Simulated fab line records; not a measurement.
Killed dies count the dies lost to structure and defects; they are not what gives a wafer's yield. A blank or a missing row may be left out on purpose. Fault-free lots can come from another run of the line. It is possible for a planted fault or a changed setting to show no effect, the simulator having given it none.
Split-lot experiment -- flow n5-finfet -- 7 lots, 21 wafers read, on a route of 1938 steps

## ON THE SPLIT
At N5_BEOL_M11_ETCH_41 (etches SiCN in CH3F/O2, target depth 42.6 nm, time 86 s), the setting time-s was moved away from the recipe's 86 s on 6 of the 21 wafers read, by -17.3% to +16.0%. For the rest of the wafers, this setting stayed at what the recipe calls for.

The reading is taken at the split's own step.

## THE READING
etch.depth-nm (the simulator's own value, which no gauge read), in nm, at N5_BEOL_M11_ETCH_41 (etches SiCN in CH3F/O2, target depth 42.6 nm, time 86 s). The file does not state a usual value for it. Here, 15 wafers ran the recipe; their average is 32.48 nm with a standard deviation of 0.58 nm.

wafer,"tool, chamber at the split","time-s as run, s",against the recipe,"etch.depth-nm, nm",against lot-mates on the recipe
L076.3,"rie-diel-05, 0",86,recipe,32.41,-
L076.4,"rie-diel-05, 1",80.98,-5.8%,30.55,-1.86
L076.5,"rie-diel-05, 3",80.98,-5.8%,31.7,-0.71
L078.2,"rie-diel-05, 3",71.16,-17.3%,27.61,-5.20
L078.3,"rie-diel-05, 2",86,recipe,33.21,-
L078.4,"rie-diel-05, 1",86,recipe,32.41,-
L080.2,"rie-diel-05, 2",86,recipe,33.57,-
L080.3,"rie-diel-05, 0",86,recipe,32.63,-
L080.4,"rie-diel-05, 1",86,recipe,32.34,-
L083.2,"rie-diel-06, 1",86,recipe,32.07,-
L083.3,"rie-diel-06, 0",86,recipe,32.38,-
L083.6,"rie-diel-06, 1",86,recipe,32.21,-
L084.1,"rie-diel-06, 3",86,recipe,31.57,-
L084.2,"rie-diel-06, 0",99.72,+16.0%,37.66,+5.02
L084.3,"rie-diel-06, 2",86,recipe,33.7,-
L087.1,"rie-diel-03, 1",96.09,+11.7%,35.58,+3.06
L087.2,"rie-diel-03, 2",96.09,+11.7%,36.6,+4.08
L087.4,"rie-diel-03, 0",86,recipe,32.52,-
L090.1,"rie-diel-03, 0",86,recipe,32.46,-
L090.2,"rie-diel-03, 1",86,recipe,32.05,-
L090.3,"rie-diel-03, 3",86,recipe,31.71,-

FIT RESULTS
A straight line over all 21 wafers: etch.depth-nm changes by +0.297 nm for each +1% of time-s; r = +0.96; the points scatter about the line by 0.6 nm.
The same after taking each lot's own level away (the mean of its wafers on the recipe; 21 wafers): +0.299 nm for each +1%; r = +0.97; scatter 0.53 nm.
On that fit, the largest move of time-s shifts the reading by 5.2 nm.
The span of the lots' own levels, 32.073 to 32.847 nm, comes to 1.3 times the standard deviation stated above.
The two slopes are in agreement: the lot-to-lot level therefore moves the slope only a little.
Check: with one of the wafers moved furthest among these (-17.3%) left out of the fit, the line predicts -5.04 nm for it against its lot-mates. It came out at -5.2 nm against them.

## THESE WAFERS: OTHER SPLITS
These wafers also went through other splits before the reading. Each is held against what the fit with the lots' levels taken away leaves over:
other split on the same wafers,wafers away from the commonest value,r with etch.depth-nm (lot level and that fit taken away)
N5_BEOL_M8_COAT_22 spin-rpm,5,+0.04
N5_BEOL_M9_COAT_05 spin-rpm,10,-0.30
N5_BEOL_M10_COAT_63 spin-rpm,4,-0.05
N5_BEOL_M10_COAT_22 spin-rpm,8,+0.10

## FILE'S OWN FIT
etch.depth-nm changes by +0.303 nm for each +1% of time-s, r = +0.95.
